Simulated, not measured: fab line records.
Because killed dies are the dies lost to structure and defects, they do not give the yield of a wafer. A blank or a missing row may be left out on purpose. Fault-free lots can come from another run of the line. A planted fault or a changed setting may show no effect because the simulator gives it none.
Chamber matching	flow n5_finfet	rie_diel-01 running N5_BEOL_M4_ETCH_63: 4 sister chambers
The step etches SiARC in CF4, target depth 15.6 nm, time 26 s. 8 wafers are shown with their chamber, then 7 later ones without.

== WAFERS PAIRED WITH THEIR CHAMBERS ==
wafer	chamber	drypump_motor_current_A (A)	showerhead_plenum_p_Torr (Torr)
L074.2	2	4.9	2.04
L079.2	3	5.1	2.10
L079.3	2	4.9	2.04
L081.2	1	6.2	2.24
L081.5	3	5.1	2.10
L081.6	0	6.8	2.14
L092.4	1	6.1	2.24
L092.5	0	6.8	2.13

== WAFERS WITH NO CHAMBER GIVEN ==
wafer	drypump_motor_current_A (A)	showerhead_plenum_p_Torr (Torr)
L092.6	5.1	2.09
L094.2	6.8	2.13
L094.4	6.1	2.23
L094.6	6.1	2.23
L095.1	4.9	2.03
L095.4	6.2	2.23
L095.5	5.1	2.09

== EACH ONE'S CHAMBER ==
wafer	from the rows above	in truth
L092.6	3	3
L094.2	0	0
L094.4	1	1
L094.6	1	1
L095.1	2	2
L095.4	1	1
L095.5	3	3
Correctly placed: 7 of 7. Number that these rows cannot place: 0. Wrongly placed: 0.
How it was worked out, from the rows above alone: a wafer's distance from a chamber is the root of the sum, over the readings, of the square of ((its reading less the chamber's mean) divided by the reading's scatter). If the next closest chamber is less than 2 further off than the closest, the wafer can't be placed; otherwise it belongs to the closest. A chamber's mean is the mean of its shown wafers. The scatter is the square root of a quotient: the sum, over the shown wafers, of each reading's squared deviation from its chamber's mean, divided by wafers minus chambers.
